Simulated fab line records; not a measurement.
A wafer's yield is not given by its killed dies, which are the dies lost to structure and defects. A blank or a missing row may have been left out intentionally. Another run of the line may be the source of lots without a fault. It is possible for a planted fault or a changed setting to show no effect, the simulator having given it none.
Matching of chambers | flow n5-finfet | N5_BEOL_M1_PECVD_72 on pecvd-01: 3 sister chambers
The step deposits SiO2 from TEOS/O2, target thk 16 nm, time 18 s. 6 wafers are shown with their chamber, then 12 later ones without.

== EACH WAFER AND ITS CHAMBER ==
wafer  | chamber | throttle-valve-pct (%) | showerhead-plenum-p-Torr (Torr)
L084.5 | 0       | 23.0                   | 8.91
L086.2 | 0       | 23.1                   | 8.88
L086.3 | 1       | 22.7                   | 8.78
L091.1 | 2       | 20.3                   | 8.72
L091.2 | 1       | 22.5                   | 8.77
L091.4 | 2       | 20.0                   | 8.69

== WAFERS WITHOUT THEIR CHAMBER ==
wafer  | throttle-valve-pct (%) | showerhead-plenum-p-Torr (Torr)
L092.2 | 22.5                   | 8.75
L092.4 | 22.6                   | 8.77
L092.5 | 20.3                   | 8.70
L094.4 | 23.1                   | 8.90
L094.5 | 20.4                   | 8.69
L094.6 | 22.3                   | 8.79
L095.1 | 23.2                   | 8.90
L095.3 | 22.6                   | 8.80
L095.6 | 20.4                   | 8.71
L097.1 | 20.4                   | 8.70
L097.3 | 23.1                   | 8.90
L097.6 | 22.7                   | 8.78

== THE CHAMBER EACH PASSED THROUGH ==
wafer  | from the rows above | in truth
L092.2 | 1                   | 1
L092.4 | 1                   | 1
L092.5 | 2                   | 2
L094.4 | 0                   | 0
L094.5 | 2                   | 2
L094.6 | 1                   | 1
L095.1 | 0                   | 0
L095.3 | 1                   | 1
L095.6 | 2                   | 2
L097.1 | 2                   | 2
L097.3 | 0                   | 0
L097.6 | 1                   | 1
12 of 12 placed correctly. Not placeable from these rows: 0. 0 placed wrongly.
How it was worked out, from the rows above alone: a wafer's distance from a chamber is the root of the sum, over the readings, of the square of ((its reading less the chamber's mean) divided by the reading's scatter). If the next closest chamber is less than 2 further off than the closest, the wafer can't be placed; otherwise it belongs to the closest. Each chamber's mean is taken over the wafers shown for it. How the scatter is found: for the shown wafers, subtract from each reading the mean of its chamber, square and add these, divide the total by (wafers less chambers), then take the root.
